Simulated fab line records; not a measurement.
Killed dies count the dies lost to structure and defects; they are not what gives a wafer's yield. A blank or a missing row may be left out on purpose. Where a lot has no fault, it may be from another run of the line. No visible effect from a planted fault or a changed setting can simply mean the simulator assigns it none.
fab line records ; flow nand_harc
[record] lots = 14; wafers = 42; last_day = 23
route steps=1159 shown P_BONDPAD@365
lots that met no fault: taken from a fault-free run of the same line
start_h: the number of hours between the record's first day and the start of the first shown wafer of the lot ; wait_h: hours elapsed since this lot's preceding step ; " unchanged from the row above ; L1.1+2: a single row standing in for several wafers ; - value missing, or start not given ; * or withheld: withheld ; < > ~ a bound
route shown NAME@n: names a module that has steps shown in the file, with the first one's number in the route ; usual: the fault-free wafers' mean and standard deviation ; same: alike in all rows ; chamber/n: place in a boat ; sites: readings site by site ; _std_site: their standard deviation ; _edge_site: mean of outer sites minus mean of inner sites ; radius_mm: how far each site lies from the wafer's centre ; mask NAME#n: copy n ; behind: the most recent tool/chamber to have shaped the wafer ; hold: what put the lot on hold/how long, in hours/how the hold closed ; device: transistor that didn't switch, given as n, p or np ; end of line: the same wafers' tests at the end of the route ; step lacking rows: just its recipe ; killed: the dies lost at the first sort to structure and to defects; this is not the yield of the wafer ; map: dies across one wafer; x = killed, . = not, _ = none there
set.NAME: the setting as run; set.NAME@STEP: as run at that earlier step ; model.NAME: the simulator's own value behind a step, which no gauge read
the route's steps for a sample of lots (tables are steps, rows are wafers)
services: the hour from which a tool's chamber was out of use, counted from the record's first day as start_h (under 0 if before that day), plus the number of hours and why
[[steps]]
[step NHARC_P_BONDPAD_OVL_MEAS_38]
[usual] overlay_x_nm = 0/5.2; overlay_y_nm = -3/3.7
lot.wafer;tool;chamber;start_h;wait_h;overlay_x_nm;overlay_y_nm
L712.1;overlay-01;-;131.17;-;-1;-1
L712.2;overlay-01;-;131.17;-;-1;-1
L712.5;overlay-01;-;131.17;-;-1;-1
L714.1;overlay-01;-;134.60;-;-6;-5
L714.2;overlay-01;-;134.60;-;-6;-5
L714.6;overlay-01;-;134.60;-;-6;-5
L713.1;overlay-01;-;144.13;-;6;-4
L713.3;overlay-01;-;144.13;-;6;-5
L713.4;overlay-01;-;144.13;-;6;-5
L716.1;overlay-02;-;147.75;-;5;2
L716.3;overlay-02;-;147.75;-;6;1
L716.4;overlay-02;-;147.75;-;5;2
L715.2;overlay-02;-;152.71;-;5;0
L715.3;overlay-02;-;152.71;-;5;0
L715.4;overlay-02;-;152.71;-;6;0
L718.3;overlay-01;-;163.37;-;3;-7
L718.4;overlay-01;-;163.37;-;3;-6
L718.6;overlay-01;-;163.37;-;2;-7
L719.1;overlay-02;-;175.00;-;-4;-2
L719.2;overlay-02;-;175.00;-;-4;-2
L719.6;overlay-02;-;175.00;-;-4;-2
L720.1;overlay-02;-;179.92;-;3;-5
L720.2;overlay-02;-;179.92;-;3;-5
L720.5;overlay-02;-;179.92;-;3;-5
L722.1;overlay-02;-;186.71;-;1;-6
L722.3;overlay-02;-;186.71;-;1;-5
L722.4;overlay-02;-;186.71;-;1;-6
L727.2;overlay-01;-;205.96;-;0;-7
L727.4;overlay-01;-;205.96;-;1;-6
L727.6;overlay-01;-;205.96;-;1;-8
L725.2;overlay-01;-;206.72;-;8;-6
L725.4;overlay-01;-;206.72;-;8;-6
L725.5;overlay-01;-;206.72;-;8;-6
L723.1;overlay-02;-;207.89;-;-2;-4
L723.2;overlay-02;-;207.89;-;-3;-4
L723.3;overlay-02;-;207.89;-;-2;-3
L726.1;overlay-01;-;226.91;-;-1;-6
L726.2;overlay-01;-;226.91;-;-1;-6
L726.5;overlay-01;-;226.91;-;-1;-6
L728.3;overlay-02;-;231.39;-;-9;2
L728.5;overlay-02;-;231.39;-;-9;1
L728.6;overlay-02;-;231.39;-;-8;1
[step NHARC_P_BONDPAD_ETCH_37]
[recipe] target_depth_a = 600; overetch_a = 180; time_s = 65.91; ion_energy_ev = 200; n2_flow_sccm = 150; h2_flow_sccm = 150; ar_flow_sccm = 0; rf_w = 400; bias_w = 150; chemistry = N2/H2
[usual] drypump_motor_current_A = 5.9/0.36; oes_product_au = 0.997/0.0092; rf_vpp_V = 429.9/2.8; run_length_s = 87.2/0.61; showerhead_plenum_p_Torr = 2.02/0.094; throttle_valve_pct = 14.173/0.0091
lot.wafer;tool;chamber;start_h;wait_h;drypump_motor_current_A;oes_product_au;rf_hours_counter_h;rf_vpp_V;run_length_s;showerhead_plenum_p_Torr;throttle_valve_pct
L712.2;rie_diel-13;1;131.58;0.3;6.2;1.019;7;432.8;87.5;2.13;14.171
L712.1;rie_diel-13;2;131.58;0.3;6.1;1.002;7;432.3;87.6;2.12;14.169
L712.5;rie_diel-13;2;131.58;0.3;6.0;0.986;-;432.2;87.8;2.12;14.162
L714.1;rie_diel-02;3;134.82;0.1;5.8;0.983;12;434.1;87.9;2.17;14.193
L714.2;rie_diel-02;0;134.82;0.1;5.5;0.989;15;428.3;87.0;1.97;14.173
L714.6;rie_diel-02;2;134.82;0.1;6.2;1.001;-;428.2;86.9;1.95;14.155
L713.3;rie_diel-02;3;144.34;0.1;5.8;0.982;14;432.6;87.6;2.17;14.167
L713.4;rie_diel-02;0;144.34;0.1;5.5;0.993;17;427.2;86.5;1.97;14.182
L713.1;rie_diel-02;1;144.34;0.1;6.0;0.997;16;429.1;87.5;1.96;14.167
L716.4;rie_diel-13;1;147.96;0.1;6.3;1.007;12;430.6;87.9;2.13;14.162
L716.1;rie_diel-13;3;147.96;0.1;6.4;0.988;15;425.7;87.2;1.89;14.184
L716.3;rie_diel-13;0;147.96;0.1;5.0;1.020;15;427.6;86.3;1.94;14.183
L715.4;rie_diel-13;1;152.93;0.1;6.2;1.000;13;432.8;87.9;2.13;14.176
L715.3;rie_diel-13;2;152.93;0.1;6.1;0.982;14;432.6;87.9;2.12;14.178
L715.2;rie_diel-13;3;152.93;0.1;6.4;0.980;16;426.5;87.3;1.89;14.164
L718.3;rie_diel-02;0;163.58;0.1;5.6;1.008;0;429.6;86.7;1.97;14.182
L718.4;rie_diel-02;2;163.58;0.1;6.1;1.007;0;427.9;86.7;1.95;14.163
L718.6;rie_diel-02;0;163.58;0.1;5.6;1.015;-;430.4;86.8;1.97;14.165
L719.2;rie_diel-02;3;175.22;0.1;5.8;0.984;1;435.3;88.1;2.17;14.184
L719.1;rie_diel-02;1;175.22;0.1;6.0;0.997;1;429.2;87.4;1.96;14.174
L719.6;rie_diel-02;3;175.22;0.1;5.8;1.000;-;433.1;88.2;2.17;14.170
L720.2;rie_diel-13;3;180.13;0.1;6.4;0.986;29;426.6;87.7;1.88;14.164
L720.1;rie_diel-13;1;180.13;0.1;6.2;1.007;25;432.6;87.5;2.13;14.184
L720.5;rie_diel-13;2;180.13;0.1;6.1;0.998;-;433.9;87.7;2.11;14.165
L722.1;rie_diel-02;2;186.92;0.1;6.2;0.993;1;428.2;86.8;1.95;14.157
L722.4;rie_diel-02;3;186.92;0.1;5.8;0.991;1;436.0;88.2;2.17;14.177
L722.3;rie_diel-02;0;186.92;0.1;5.6;0.993;1;428.8;86.7;1.97;14.177
L727.2;rie_diel-02;3;206.18;0.1;5.8;0.986;2;434.5;87.7;2.17;14.163
L727.4;rie_diel-02;1;206.18;0.1;6.0;1.008;3;428.6;87.5;1.96;14.164
L727.6;rie_diel-02;2;206.18;0.1;6.2;1.000;-;429.5;86.5;1.95;14.168
L725.4;rie_diel-02;0;206.94;0.1;5.6;0.988;3;429.2;86.7;1.97;14.164
L725.2;rie_diel-02;2;206.94;0.1;6.2;0.995;3;427.5;86.8;1.95;14.170
L725.5;rie_diel-02;3;206.94;0.1;5.8;0.999;-;433.8;87.6;2.17;14.162
L723.1;rie_diel-02;1;208.10;0.1;6.0;1.002;3;428.7;87.8;1.96;14.184
L723.2;rie_diel-02;2;208.10;0.1;6.2;1.001;3;429.2;86.6;1.95;14.167
L723.3;rie_diel-02;0;208.10;0.1;5.6;1.007;3;429.8;86.7;1.97;14.171
L726.2;rie_diel-02;2;227.12;0.1;6.2;0.991;4;427.0;70.8;1.95;14.171
L726.1;rie_diel-02;1;227.12;0.1;6.1;1.002;5;429.8;87.4;1.96;14.163
L726.5;rie_diel-02;3;227.12;0.1;5.8;0.996;-;434.2;72.1;2.17;14.166
L728.3;rie_diel-02;0;231.60;0.1;5.6;0.998;6;427.2;86.5;1.97;14.181
L728.6;rie_diel-02;3;231.60;0.1;5.8;0.984;-;434.3;88.2;2.16;14.185
L728.5;rie_diel-02;0;231.60;0.1;5.6;0.999;-;428.2;70.7;1.97;14.171
[step NHARC_P_BONDPAD_PRE_CLEAN_26]
[recipe] time_s = 30; temp_c = 280; gas = H2/He
[usual] heater_power_w = 380/33
lot.wafer;tool;chamber;start_h;wait_h;heater_power_w
L712.1;pvd_sputter-03;-;-;-;326
L712.2;pvd_sputter-03;-;-;-;392
L712.5;pvd_sputter-03;-;-;-;390
L714.2;pvd_sputter-02;-;-;-;386
L714.1;pvd_sputter-02;-;-;-;384
L714.6;pvd_sputter-02;-;-;-;349
L713.4;pvd_sputter-03;-;-;-;330
L713.1;pvd_sputter-03;-;-;-;399
L713.3;pvd_sputter-03;-;-;-;373
L716.1;pvd_sputter-02;-;-;-;392
L716.3;pvd_sputter-02;-;-;-;367
L716.4;pvd_sputter-02;-;-;-;384
L715.2;pvd_sputter-03;-;-;-;329
L715.3;pvd_sputter-03;-;-;-;394
L715.4;pvd_sputter-03;-;-;-;376
L718.3;pvd_sputter-02;-;-;-;381
L718.4;pvd_sputter-02;-;-;-;385
L718.6;pvd_sputter-02;-;-;-;372
L719.1;pvd_sputter-02;-;-;-;452
L719.2;pvd_sputter-02;-;-;-;389
L719.6;pvd_sputter-02;-;-;-;459
L720.2;pvd_sputter-02;-;-;-;381
L720.1;pvd_sputter-02;-;-;-;455
L720.5;pvd_sputter-02;-;-;-;459
L722.1;pvd_sputter-03;-;-;-;398
L722.4;pvd_sputter-03;-;-;-;372
L722.3;pvd_sputter-03;-;-;-;382
L727.2;pvd_sputter-02;-;-;-;363
L727.4;pvd_sputter-02;-;-;-;459
L727.6;pvd_sputter-02;-;-;-;355
L725.2;pvd_sputter-01;-;-;-;375
L725.4;pvd_sputter-01;-;-;-;383
L725.5;pvd_sputter-01;-;-;-;377
L723.3;pvd_sputter-03;-;-;-;410
L723.1;pvd_sputter-03;-;-;-;361
L723.2;pvd_sputter-03;-;-;-;374
L726.2;pvd_sputter-02;-;-;-;384
L726.1;pvd_sputter-02;-;-;-;362
L726.5;pvd_sputter-02;-;-;-;362
L728.3;pvd_sputter-03;-;-;-;337
L728.5;pvd_sputter-03;-;-;-;402
L728.6;pvd_sputter-03;-;-;-;361
[step NHARC_P_BONDPAD_CMP_19]
[recipe] t_overpolish_s = 30; cu_recess_touch_s = 16; target_thk_nm = 160.81
[usual] motor_current_A = 12.3/1.3; overpolish_run_s = 30.000/0.011
lot.wafer;tool;chamber;start_h;wait_h;motor_current_A;overpolish_run_s
L712.1;cmp-03;2;134.51;-;11.9;29.995
L712.2;cmp-03;3;134.51;-;12.0;29.991
L712.5;cmp-03;2;134.51;-;12.3;29.994
L714.2;cmp-03;0;136.81;-;11.7;30.016
L714.1;cmp-03;3;136.81;-;11.7;30.013
L714.6;cmp-03;0;136.81;-;12.2;29.997
L713.4;cmp-02;1;146.27;-;12.9;29.991
L713.1;cmp-02;2;146.27;-;11.9;30.007
L713.3;cmp-02;0;146.27;-;14.9;30.008
L716.4;cmp-02;2;149.97;-;11.5;30.005
L716.3;cmp-02;3;149.97;-;10.8;30.002
L716.1;cmp-02;1;149.97;-;14.0;29.998
L715.4;cmp-02;0;155.00;-;15.8;30.007
L715.2;cmp-02;1;155.00;-;14.5;29.998
L715.3;cmp-02;2;155.00;-;12.5;29.990
L718.3;cmp-02;2;165.55;-;11.5;30.006
L718.4;cmp-02;3;165.55;-;10.9;30.003
L718.6;cmp-02;1;165.55;-;13.2;30.010
L719.1;cmp-03;2;177.21;-;12.5;30.016
L719.2;cmp-03;3;177.21;-;11.9;30.007
L719.6;cmp-03;0;177.21;-;11.8;29.989
L720.2;cmp-02;2;182.09;-;11.9;30.013
L720.1;cmp-02;3;182.09;-;12.0;30.007
L720.5;cmp-02;1;182.09;-;13.5;30.016
L722.1;cmp-02;1;188.86;-;13.0;30.004
L722.3;cmp-02;2;188.86;-;12.3;30.006
L722.4;cmp-02;0;188.86;-;15.3;29.995
L727.4;cmp-03;2;208.16;-;11.6;30.000
L727.2;cmp-03;0;208.16;-;11.7;30.007
L727.6;cmp-03;3;208.16;-;12.5;29.994
L725.2;cmp-03;1;208.92;-;11.6;30.034
L725.4;cmp-03;2;208.92;-;11.9;29.989
L725.5;cmp-03;1;208.92;-;12.1;30.000
L723.1;cmp-03;0;210.51;-;12.1;30.019
L723.3;cmp-03;1;210.51;-;11.5;30.004
L723.2;cmp-03;3;210.51;-;12.0;30.002
L726.2;cmp-04;2;229.22;-;10.0;30.005
L726.1;cmp-04;3;229.22;-;12.3;29.992
L726.5;cmp-04;1;229.22;-;12.8;30.007
L728.3;cmp-04;0;233.73;-;10.4;30.007
L728.6;cmp-04;2;233.73;-;9.9;29.995
L728.5;cmp-04;3;233.73;-;13.0;30.026
[[services]]
tool;chamber;start_h;hours;kind
cmp-03;-;119.21;0.5;repair
rie_diel-13;3;126.88;5.4;repair
rie_diel-02;0;129.70;-;clean
rie_diel-02;1;129.70;-;clean
rie_diel-02;2;129.70;-;clean
rie_diel-02;3;129.70;-;clean
cmp-02;-;133.55;4.0;pm
rie_diel-02;-;150.78;9.0;pm
rie_diel-02;0;150.78;9.0;vent_cycle
pvd_sputter-01;-;158.03;10.0;pm
cmp-03;-;158.41;4.0;pm
cmp-02;-;176.60;2.6;repair
pvd_sputter-02;-;187.60;2.7;repair
cmp-04;-;187.84;0.7;repair
rie_diel-02;-;192.06;0.7;repair
pvd_sputter-03;-;195.69;6.6;repair
cmp-04;-;196.91;1.4;repair
cmp-04;-;200.36;0.8;repair
cmp-04;-;203.10;4.0;pm
rie_diel-13;-;205.49;0.8;repair
cmp-04;-;222.65;1.7;repair
pvd_sputter-03;-;226.36;4.4;repair
pvd_sputter-02;-;231.39;10.0;pm
cmp-02;-;231.55;4.0;pm
[[key]]
[first_sign] step = NHARC_P_BONDPAD_ETCH_37; reading = run_length_s; direction = down; sigmas = 26; usual = *; struck = *
effect none on later readings
met_at NHARC_P_BONDPAD_ETCH_37
struck_lots L726,L728
struck_wafers L726.2,L726.5,L728.5
sort_left_out L726.2,L726.5,L728.5
not_acting_at NHARC_P_BONDPAD_OVL_MEAS_38,NHARC_P_BONDPAD_PRE_CLEAN_26,NHARC_P_BONDPAD_CMP_19
onset_between 208.10 227.12
[fault] kind = process_parameter_drift; tool = rie_diel-02; chamber = -; onset_h = 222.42; steps = NHARC_P_BONDPAD_ETCH_37; channel = time_s; offset = *; shape = step; end_h = 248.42; scope = struck_wafers_only; acts_in = *; stated = *
// sort_left_out: the simulated sort isn't trusted on such a fault, so these wafers' sort isn't shown, and their yield isn't known
